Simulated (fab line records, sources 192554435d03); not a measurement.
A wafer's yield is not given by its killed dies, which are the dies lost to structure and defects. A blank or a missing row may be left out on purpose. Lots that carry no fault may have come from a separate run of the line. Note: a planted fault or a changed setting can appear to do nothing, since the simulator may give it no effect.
Chamber matching / flow n5 finfet / N5_MOL_CONTACT_COAG_ALD_123 on ald sin-01 has 4 sister chambers
The step deposits SiNx, target thk 5 nm, pulse time 1 s, purge time 2 s. 8 wafers are shown with their chamber, then 9 later ones without.

== EACH WAFER AND ITS CHAMBER ==
wafer=L084.5; chamber=3; heater power outer w (W)=581; heater power w (W)=960
wafer=L085.4; chamber=3; heater power outer w (W)=599; heater power w (W)=940
wafer=L086.1; chamber=1; heater power outer w (W)=520; heater power w (W)=801
wafer=L086.3; chamber=0; heater power outer w (W)=446; heater power w (W)=830
wafer=L086.4; chamber=2; heater power outer w (W)=511; heater power w (W)=800
wafer=L087.2; chamber=0; heater power outer w (W)=438; heater power w (W)=796
wafer=L087.3; chamber=2; heater power outer w (W)=519; heater power w (W)=812
wafer=L087.5; chamber=1; heater power outer w (W)=523; heater power w (W)=801

== WAFERS WITHOUT THEIR CHAMBER ==
wafer=L088.2; heater power outer w (W)=586; heater power w (W)=961
wafer=L088.3; heater power outer w (W)=517; heater power w (W)=808
wafer=L088.5; heater power outer w (W)=510; heater power w (W)=838
wafer=L094.2; heater power outer w (W)=516; heater power w (W)=818
wafer=L094.5; heater power outer w (W)=516; heater power w (W)=844
wafer=L094.6; heater power outer w (W)=508; heater power w (W)=793
wafer=L096.4; heater power outer w (W)=522; heater power w (W)=809
wafer=L096.5; heater power outer w (W)=592; heater power w (W)=936
wafer=L096.6; heater power outer w (W)=503; heater power w (W)=821

== THE CHAMBER EACH PASSED THROUGH ==
wafer=L088.2; from the rows above=3; in truth=3
wafer=L088.3; from the rows above=can't be placed: 2 or 1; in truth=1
wafer=L088.5; from the rows above=can't be placed: 2 or 1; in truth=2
wafer=L094.2; from the rows above=can't be placed: 2 or 1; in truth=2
wafer=L094.5; from the rows above=can't be placed: 2 or 1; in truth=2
wafer=L094.6; from the rows above=can't be placed: 2 or 1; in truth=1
wafer=L096.4; from the rows above=can't be placed: 1 or 2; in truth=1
wafer=L096.5; from the rows above=3; in truth=3
wafer=L096.6; from the rows above=can't be placed: 2 or 1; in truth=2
Placed correctly: 2 of 9. Not placeable from these rows: 7 (in 7, the candidates include the true chamber). Wrongly placed: 0.
How it was worked out, from the rows above alone: a wafer's distance from a chamber is the root of the sum, over the readings, of the square of ((its reading less the chamber's mean) divided by the reading's scatter). If the next closest chamber is less than 2 further off than the closest, the wafer can't be placed; otherwise it belongs to the closest. The mean given for a chamber averages the wafers shown for that chamber. How the scatter is found: for the shown wafers, subtract from each reading the mean of its chamber, square and add these, divide the total by (wafers less chambers), then take the root.
